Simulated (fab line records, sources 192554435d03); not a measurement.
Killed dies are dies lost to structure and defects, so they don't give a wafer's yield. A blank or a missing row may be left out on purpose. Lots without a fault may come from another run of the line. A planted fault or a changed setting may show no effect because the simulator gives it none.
fab line records | flow n5_finfet
record lots=9 wafers=25 last_day=18
route steps=1938 shown BEOL_M4@1111 BEOL_M7@1305 MIM_BOT_LITHO@1862 MIM_BOT_ETCH@1867 TV_OPEN@1887 PASSIVATION@1936
lots that met no fault: from a run of the same line without faults
start_h: hours from the record's first day to the start of the lot's first wafer shown | wait_h: hours since the lot's step before | " the same as in the row above | L1.1+2: a row that stands for several wafers | - no value, or no start given | * or withheld: withheld | < > ~ a bound
route shown NAME@n: a module of which the file shows steps, and the number in the route of the first | usual: mean/standard deviation of fault-free wafers | same: alike in all rows | chamber/n: place in a boat | sites: the reading at each site | _std_site: their standard deviation | _edge_site: outer sites' mean less inner sites' | radius_mm: how far each site lies from the wafer's centre | mask NAME#n: copy n | behind: the tool/chamber that last shaped the wafer | hold: why the lot was held/for how many hours/how that ended | device: the transistor (n, p or np) that didn't switch | end of line: the same wafers' tests at the end of the route | a step without rows: its recipe alone | killed: dies lost to structure and defects at the first sort, not the wafer's yield | map: a wafer's dies, x killed, . not, _ none there
set.NAME: the setting as run; set.NAME@STEP: as run at that earlier step | model.NAME: the simulator's own value behind a step, which no gauge read
steps of the route over a sample of lots; a table a step, a row a wafer
services: from which hour (start_h, from the record's first day; less than 0 if before it) a tool's chamber was out of use, for how many hours, and why
## steps
# step N5_BEOL_M4_RC_MEAS_101
# usual DIBL_N=36.0/2 DIBL_P=36.2/2.2 IOFF_N=0.16/0.034 IOFF_P=0.21/0.04 ION_N=675/12 ION_P=463/7.2 SS_N=71.6/0.6 SS_P=73.3/0.67 VT_N=250/3 VT_P=-251/3.4
# columns lot.wafer tool chamber start_h wait_h DIBL_N[mV/V] DIBL_P[mV/V] IOFF_N[nA/um] IOFF_P[nA/um] ION_N[uA/um] ION_P[uA/um] SS_N[mV/dec] SS_P[mV/dec] VT_N[mV] VT_P[mV]
L787.1 prober-01 0 178.60 0.0 38.6 39.1 0.22 0.26 692 468 71.6 73.7 248 -250
L787.3 " 0 " " 37.0 37.7 0.19 0.24 684 467 71.2 73.8 246 -248
L787.5 " 0 " " 36.2 36.8 0.18 0.22 683 464 71.8 73.9 245 -250
L788.3 prober-02 0 188.79 0.3 33.9 35.7 0.13 0.18 667 460 71.1 73.1 251 -252
L788.5 " 0 " " 35.8 37.6 0.15 0.19 680 460 71.4 73.6 248 -253
L788.6 " 0 " " 33.0 34.6 0.11 0.16 648 445 71.1 72.9 255 -255
L790.3 prober-02 0 198.35 0.3 35.2 35.2 0.14 0.18 681 460 71.1 73.5 251 -251
L790.5 " 0 " " 36.7 36.1 0.16 0.18 673 455 71.7 72.3 251 -254
L790.6 " 0 " " 34.6 35.2 0.13 0.17 665 461 70.6 72.1 250 -252
L794.4 prober-01 0 221.73 0.5 36.0 34.2 0.13 0.16 669 453 71.8 73.8 254 -255
L794.5 " 0 " " 38.7 37.7 0.18 0.20 673 453 72.5 73.7 253 -253
L794.6 " 0 " " 37.0 36.6 0.14 0.19 679 460 72.0 73.5 252 -254
L796.4 prober-02 0 235.11 0.5 36.1 37.2 0.19 0.22 687 464 71.7 73.9 248 -251
L796.6 " 0 " " 36.6 37.4 0.19 0.22 688 462 72.1 73.7 248 -252
L797.2 prober-01 0 242.75 0.2 40.9 40.8 0.20 0.26 700 469 71.1 75.2 247 -249
L797.4 " 0 " " 39.4 38.3 0.18 0.22 697 470 71.0 74.0 249 -250
L802.2 prober-01 0 269.60 0.2 37.9 38.1 0.19 0.26 691 474 72.3 73.6 248 -245
L802.4 " 0 " " 37.9 37.8 0.19 0.26 697 472 72.0 73.1 245 -245
L802.6 " 0 " " 36.9 36.9 0.17 0.23 681 464 71.6 73.2 248 -249
L806.3 prober-02 0 309.24 0.3 38.0 38.2 0.18 0.23 675 462 71.4 74.1 250 -248
L806.4 " 0 " " 38.9 39.1 0.20 0.27 683 470 72.0 74.2 248 -247
L806.5 " 0 " " 38.2 38.4 0.18 0.23 682 469 72.5 74.7 248 -247
L804.1 prober-01 0 312.55 0.7 33.4 32.6 0.12 0.18 668 465 70.8 72.4 254 -252
L804.2 " 0 " " 39.1 40.0 0.22 0.32 695 480 72.0 74.7 245 -243
L804.5 " 0 " " 38.7 39.9 0.21 0.30 685 468 72.5 74.8 247 -247
# step N5_BEOL_M7_VIA_ETCH_34
# recipe chemistry=C4F6/O2 target=SiCOH_lowk target_depth_a=1255 mask_material=SOC taper_deg=4 time_s=50.5 ion_energy_ev=250 pressure_mtorr=30 source_w=345 bias_w=185 Ar_flow_sccm=300 C4F6_flow_sccm=10 O2_flow_sccm=10
# usual drypump_motor_current_A=5.78/0.28 mfc_ar_sccm=300.0/0.95 oes_product_au=0.78/0.075 rf_fwd_power_W=341.4/1.3 rf_vpp_V=668/9 showerhead_plenum_p_Torr=2.87/0.092 throttle_valve_pct=20.85/0.25
# same time_s=50.5
# columns lot.wafer tool chamber start_h wait_h drypump_motor_current_A mfc_ar_sccm oes_product_au rf_fwd_power_W rf_hours_counter_h rf_vpp_V showerhead_plenum_p_Torr throttle_valve_pct
L787.1 rie_diel-06 0 203.17 0.0 6.11 302.3 0.71 342.4 217 654 2.84 21.15
L787.3 " 2 " " 5.85 299.2 0.74 340.8 171 678 2.83 21.00
L787.5 " 2 " " 5.82 300.3 0.75 340.2 - 680 2.83 21.01
L788.3 rie_diel-03 0 214.08 0.0 5.61 298.7 0.89 339.1 47 676 2.90 20.72
L788.5 " 3 " " 5.46 299.2 0.79 340.9 - 672 2.75 21.01
L788.6 " 2 " " 5.73 299.6 0.86 342.4 - 671 3.02 20.63
L790.3 rie_diel-03 0 223.61 0.0 5.61 298.5 0.89 339.9 49 674 2.89 20.72
L790.5 " 0 " " 5.64 299.8 0.89 340.8 - 674 2.89 20.70
L790.6 " 1 " " 6.31 302.5 0.70 344.2 - 668 2.95 20.56
L794.4 rie_diel-03 1 251.33 0.0 6.34 301.0 0.69 343.7 187 667 2.94 20.60
L794.5 " 3 " " 5.44 300.4 0.77 339.7 - 670 2.75 21.01
L794.6 " 2 " " 5.71 300.7 0.86 341.7 - 669 3.02 20.65
L796.4 rie_diel-03 0 261.98 0.0 5.63 301.0 0.74 339.7 62 676 2.89 20.69
L796.6 " 0 " " 5.62 298.9 0.87 339.2 - 675 2.89 20.73
L797.2 rie_diel-03 2 283.05 0.0 5.73 301.6 0.84 342.9 86 670 3.01 20.66
L797.4 " 0 " " 5.61 300.6 0.73 338.4 74 674 2.88 20.71
L802.2 rie_diel-06 3 304.51 0.0 5.85 299.8 0.83 342.2 83 654 2.76 20.48
L802.4 " 0 " " 6.07 300.9 0.68 340.2 237 653 2.83 21.18
L802.6 " 2 " " 5.84 300.0 0.74 342.5 - 680 2.82 21.05
L804.1 rie_diel-03 3 350.08 0.0 5.47 300.2 0.75 343.0 172 670 2.73 21.07
L804.2 " 0 " " 5.62 300.4 0.83 340.1 94 673 2.87 20.78
L804.5 " 2 " " 5.69 299.4 0.82 340.4 - 670 3.00 20.70
L806.3 rie_diel-03 0 353.26 0.0 5.65 300.5 0.82 340.2 95 675 2.87 20.78
L806.4 " 1 " " 6.32 299.2 0.67 341.8 217 666 2.93 20.62
L806.5 " 0 " " 5.61 300.0 0.82 339.6 - 675 2.87 20.78
# step N5_MIM_BOT_LITHO_CD_MEAS_08
# recipe target_cd_nm=3000 landing_energy_ev=500 detector=se_inlens polarity=opening
# usual cd_nm=2998.6/1.7
# columns lot.wafer tool chamber start_h wait_h cd_nm
L787.1 cd_sem-03 0 280.45 - 3000.6
L787.3 " 0 " " 3002.2
L787.5 " 0 " " 3001.0
L788.3 cd_sem-01 0 284.96 - 2999.8
L788.5 " 0 " " 2999.9
L788.6 " 0 " " 2998.7
L790.3 cd_sem-03 0 287.51 - 3000.2
L790.5 " 0 " " 2998.9
L790.6 " 0 " " 2996.5
L794.4 cd_sem-03 0 333.25 - 2997.4
L794.5 " 0 " " 2996.9
L794.6 " 0 " " 3000.9
L796.4 cd_sem-03 0 338.43 - 2997.3
L796.6 " 0 " " 2998.6
L797.2 cd_sem-03 0 367.65 - 3000.0
L797.4 " 0 " " 2999.3
L802.2 cd_sem-03 0 389.37 - 2994.3
L802.4 " 0 " " 2996.7
L802.6 " 0 " " 2993.5
L804.1 cd_sem-03 0 423.82 - 3001.1
L804.2 " 0 " " 2998.6
L804.5 " 0 " " 3000.2
L806.3 cd_sem-01 0 424.50 - 2999.4
L806.4 " 0 " " 2996.8
L806.5 " 0 " " 2996.6
# step N5_MIM_BOT_ETCH_ETCH_03
# recipe chemistry=Cl2/BCl3 target_depth_a=120 pressure_mtorr=8 icp_w=800 bias_w=100 Cl2_flow_sccm=20 bcl3_flow_sccm=80
# usual drypump_motor_current_A=5.8/0.35 oes_product_au=0.81/0.071 rf_fwd_power_W=795/3.3 throttle_valve_pct=27.52/0.17
# columns lot.wafer tool chamber start_h wait_h drypump_motor_current_A oes_product_au rf_fwd_power_W rf_hours_counter_h throttle_valve_pct
L787.1 rie_metal-02 1 280.69 0.1 5.9 0.99 792 1 27.61
L787.3 " 0 " " 6.2 0.90 796 - 27.37
L787.5 " 0 " " 6.2 0.90 797 - 27.36
L788.3 rie_metal-01 0 285.23 0.1 6.3 0.75 795 - 27.33
L788.5 " 0 " " 6.3 0.75 797 - 27.34
L788.6 " 1 " " 5.7 0.76 792 - 27.66
L790.3 rie_metal-02 1 287.78 0.1 5.9 0.97 796 - 27.61
L790.5 " 1 " " 5.9 0.98 800 - 27.61
L790.6 " 0 " " 6.2 0.91 800 - 27.35
L794.4 rie_metal-01 0 333.52 0.1 6.3 0.75 800 - 27.35
L794.5 " 1 " " 5.7 0.74 791 - 27.65
L794.6 " 0 " " 6.3 0.74 795 - 27.33
L796.4 rie_metal-01 0 338.71 0.1 6.3 0.74 798 - 27.33
L796.6 " 1 " " 5.7 0.74 794 - 27.66
L797.2 rie_metal-03 0 367.90 0.1 5.5 0.85 794 20 27.72
L797.4 " 0 " " 5.5 0.85 792 - 27.74
L802.2 rie_metal-02 1 389.61 0.1 5.9 0.89 795 10 27.64
L802.4 " 0 " " 6.2 0.86 795 - 27.40
L802.6 " 0 " " 6.2 0.85 790 - 27.39
L804.1 rie_metal-01 0 424.06 0.1 6.3 0.73 799 71 27.35
L804.2 " 1 " " 5.7 0.73 790 60 27.66
L804.5 " 1 " " 5.7 0.73 794 - 27.66
L806.3 rie_metal-02 1 424.78 0.1 5.9 0.88 790 - 27.64
L806.4 " 0 " " 6.2 0.83 793 - 27.39
L806.5 " 0 " " 6.2 0.84 794 - 27.40
# step N5_PASSIVATION_PASS_ETCH_74
# recipe chemistry=CF4/O2 target=SiNx target_depth_a=2200 time_s=110 ion_energy_ev=100 pressure_mtorr=40 source_w=535 bias_w=49 Ar_flow_sccm=100 cf4_flow_sccm=100 O2_flow_sccm=10
# usual drypump_motor_current_A=5.77/0.26 mfc_ar_sccm=100.03/0.3 oes_product_au=0.78/0.079 rf_fwd_power_W=532.2/1.7 rf_vpp_V=242/3.4 showerhead_plenum_p_Torr=2.22/0.069 throttle_valve_pct=15.96/0.24
# same time_s=110
# columns lot.wafer tool chamber start_h wait_h drypump_motor_current_A mfc_ar_sccm oes_product_au rf_fwd_power_W rf_hours_counter_h rf_vpp_V showerhead_plenum_p_Torr throttle_valve_pct
L787.1 rie_diel-03 2 285.58 0.0 5.73 99.93 0.83 531.6 87 243 2.33 15.74
L787.3 " 1 " " 6.32 100.11 0.68 533.1 198 241 2.27 15.73
L787.5 " 3 " " 5.44 99.82 0.76 529.8 - 240 2.12 16.14
L790.3 rie_diel-03 0 290.53 0.0 5.60 100.12 0.85 531.4 77 245 2.24 15.92
L790.5 " 2 " " 5.71 100.28 0.84 533.5 - 242 2.33 15.77
L790.6 " 3 " " 5.49 100.18 0.77 531.0 - 242 2.12 16.15
L788.3 rie_diel-05 2 290.78 0.0 6.07 100.15 0.67 529.1 233 234 2.09 16.38
L788.5 " 3 " " 5.61 100.32 0.86 532.8 - 242 2.24 15.96
L788.6 " 2 " " 6.06 99.98 0.67 526.6 - 235 2.09 16.39
L794.4 rie_diel-06 1 341.54 0.0 5.40 99.88 0.74 534.6 192 241 2.27 16.12
L794.5 " 3 " " 5.83 100.16 0.82 535.6 - 235 2.13 15.62
L794.6 " 2 " " 5.83 100.11 0.74 530.6 - 245 2.19 16.22
L796.4 rie_diel-05 0 343.25 0.0 5.61 100.10 0.84 532.4 - 248 2.24 15.60
L796.6 " 3 " " 5.61 100.28 0.85 532.5 - 241 2.23 15.98
L797.2 rie_diel-05 0 370.05 0.0 5.61 100.32 0.83 531.1 59 246 2.24 15.61
L797.4 " 1 " " 5.92 100.26 0.94 529.4 - 241 2.26 15.92
L802.2 rie_diel-03 2 391.38 0.0 5.67 99.87 0.80 533.1 118 241 2.32 15.83
L802.4 " 0 " " 5.61 100.31 0.82 531.1 107 244 2.23 15.96
L802.6 " 0 " " 5.59 99.94 0.81 531.3 - 243 2.23 15.97
L804.1 rie_diel-06 0 425.60 0.0 6.09 99.76 0.93 533.4 3 236 2.17 15.80
L804.2 " 1 " " 5.42 100.01 0.71 532.8 220 241 2.26 16.18
L804.5 " 2 " " 5.84 100.29 0.71 533.0 - 244 2.18 16.27
L806.3 rie_diel-03 1 428.53 0.0 6.32 100.55 0.65 535.4 240 240 2.25 15.81
L806.4 " 3 " " 5.44 99.88 0.72 532.6 195 243 2.11 16.23
L806.5 " 0 " " 5.63 99.47 0.81 529.1 - 243 2.23 15.96
# step N5_PASSIVATION_PROBE_49
# usual defect_limited_yield=91.5/1.5 killed_at_M0_to_M3=33/10 killed_at_M4_up=15/6.4 killed_at_contacts=12/5.4 killed_at_front_end=38/9.8 killed_at_other=4/3.1 killed_dies=101/18 killed_on_rim=13/3.9 killed_open=67/14 killed_short=33/7.9 sort_bin_5_function=5.0/1 sort_bin_6_memory=3.2/0.67 sort_n_pass=1079/18 sort_yield_pct=91.5/1.5
# same gross_dies=1180 killed_at_back_side=0 sort_bin_4_leakage[%]=0 sort_bin_8_speed[%]=0
# columns lot.wafer tool chamber start_h wait_h defect_limited_yield[%] killed_at_M0_to_M3 killed_at_M4_up killed_at_contacts killed_at_front_end killed_at_other killed_dies killed_on_rim killed_open killed_short sort_bin_5_function[%] sort_bin_6_memory[%] sort_n_pass sort_yield_pct[%]
L794.4 prober-02 - 349.04 0.2 91.1 28 21 8 41 7 105 12 67 36 5.8 2.8 1075 91.1
L794.5 prober-02 - 349.09 0.2 89.6 48 10 13 45 7 123 14 71 49 5.8 4.3 1057 89.6
L794.6 prober-02 - 349.14 0.3 91.8 50 5 13 25 4 97 15 58 39 4.4 3.5 1083 91.8
L796.4 prober-01 - 350.71 0.2 56.4 22 437 12 39 5 515 113 59 38 40.1 2.9 665 56.4
L796.6 prober-01 - 350.81 0.3 92.5 21 8 14 41 4 88 14 60 27 4.7 2.5 1092 92.5
L797.2 prober-02 - 376.88 0.1 92.1 22 17 11 40 3 93 15 62 31 3.7 3.8 1087 92.1
L797.4 prober-02 - 376.98 0.2 54.5 22 458 12 39 6 537 118 57 29 41.9 3.1 643 54.5
# killed by level:class
L794.4 FIN_SAQP:geometric_particle:short=8 MOL_CONTACT_COAG:geometric_particle:open=7 BEOL_M0_SAQP:geometric_particle:short=7 BEOL_M0_SAQP:geometric_particle:open=7 BEOL_M2:geometric_particle:open=7 BEOL_M4:geometric_particle:open=7 FIN_SAQP:geometric_particle:open=6 BEOL_M3:geometric_particle:open=4
L794.5 BEOL_M0_SAQP:geometric_particle:short=20 BEOL_M2:geometric_particle:open=12 FIN_SAQP:geometric_particle:open=11 FIN_SAQP:geometric_particle:short=10 MOL_CONTACT_COAG:geometric_particle:open=10 STI_FIN_REVEAL:geometric_particle:open=8 BEOL_M0_SAQP:geometric_particle:open=5 BEOL_M4:geometric_particle:open=5
L794.6 BEOL_M0_SAQP:geometric_particle:open=15 BEOL_M0_SAQP:geometric_particle:short=12 BEOL_M2:geometric_particle:open=12 MOL_CONTACT_COAG:geometric_particle:short=7 MOL_CONTACT_COAG:geometric_particle:open=6 BEOL_M1:geometric_particle:open=4 GATE_CUT:geometric_particle:short=4 FIN_SAQP:geometric_particle:short=3
L796.4 BEOL_M7:area_etch=416 MOL_CONTACT_COAG:geometric_particle:open=9 BEOL_M4:geometric_particle:open=7 FIN_SAQP:geometric_particle:short=5 GATE_CUT:geometric_particle:open=5 BEOL_M0_SAQP:geometric_particle:short=5 BEOL_M0_SAQP:geometric_particle:open=5 BEOL_M5:geometric_particle:open=5
L796.6 FIN_SAQP:geometric_particle:open=15 MOL_CONTACT_COAG:geometric_particle:open=11 FIN_SAQP:geometric_particle:short=7 BEOL_M1:geometric_particle:open=6 STI_FIN_REVEAL:geometric_particle:open=4 GATE_CUT:geometric_particle:short=4 BEOL_M3:geometric_particle:open=4 MOL_CONTACT_COAG:geometric_particle:short=3
L797.2 FIN_SAQP:geometric_particle:open=16 BEOL_M0_SAQP:geometric_particle:short=12 BEOL_M4:geometric_particle:open=12 STI_FIN_REVEAL:geometric_particle:open=10 MOL_CONTACT_COAG:geometric_particle:open=8 FIN_SAQP:geometric_particle:short=4 BEOL_M0_SAQP:geometric_particle:open=4 GATE_CUT:geometric_particle:short=3
L797.4 BEOL_M7:area_etch=449 STI_FIN_REVEAL:geometric_particle:open=13 MOL_CONTACT_COAG:geometric_particle:open=11 BEOL_M0_SAQP:geometric_particle:short=8 FIN_SAQP:geometric_particle:open=5 BEOL_M0_SAQP:geometric_particle:open=5 FIN_SAQP:geometric_particle:short=4 BEOL_M2:geometric_particle:open=4
## services
# columns tool chamber start_h hours kind
rie_diel-03 3 181.91 13.3 repair
rie_metal-02 0 182.77 - clean
rie_metal-02 0 182.77 20.1 scheduled_down
rie_metal-02 0 182.77 20.1 vent_cycle
rie_diel-05 3 199.25 6.7 repair
rie_metal-02 - 210.06 10.0 pm
rie_diel-05 - 215.61 0.7 repair
rie_diel-05 3 239.24 9.6 repair
rie_diel-06 2 252.13 10.8 repair
rie_metal-02 1 253.64 - clean
rie_metal-02 1 253.64 17.3 scheduled_down
rie_diel-06 0 256.55 7.3 repair
rie_diel-06 1 257.61 3.4 repair
rie_diel-03 1 264.32 8.9 repair
rie_diel-05 - 264.84 14.6 pm
rie_diel-06 3 291.33 1.9 repair
rie_diel-05 1 312.03 4.2 repair
rie_diel-05 - 329.63 7.5 repair
rie_metal-02 - 357.09 2.8 pm
rie_diel-05 3 365.69 3.9 repair
rie_diel-06 0 369.06 18.3 repair
rie_metal-01 - 370.90 5.9 repair
rie_diel-06 0 414.97 6.0 repair
rie_metal-03 - 427.52 1.4 pm
## key
first_sign step=N5_PASSIVATION_PROBE_49 reading=killed_at_M4_up direction=up sigmas=68 usual=15 struck=448
effect step=N5_PASSIVATION_PROBE_49 reading=sort_bin_5_function direction=up sigmas=35 usual=5.0 struck=41.0
more_kills_born_at N5_BEOL_M7_VIA_ETCH_34@rie_diel-03=865
met_at N5_BEOL_M7_VIA_ETCH_34
struck_lots L796,L797
struck_wafers L796.4,L797.4
not_acting_at N5_MIM_BOT_LITHO_CD_MEAS_08,N5_MIM_BOT_ETCH_ETCH_03,N5_PASSIVATION_PASS_ETCH_74
onset_between 251.33 261.98
fault kind=process_parameter_drift tool=rie_diel-03 chamber=- onset_h=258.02 steps=N5_BEOL_M7_VIA_ETCH_34 channel=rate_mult offset=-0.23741 shape=step end_h=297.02 scope=struck_wafers_only
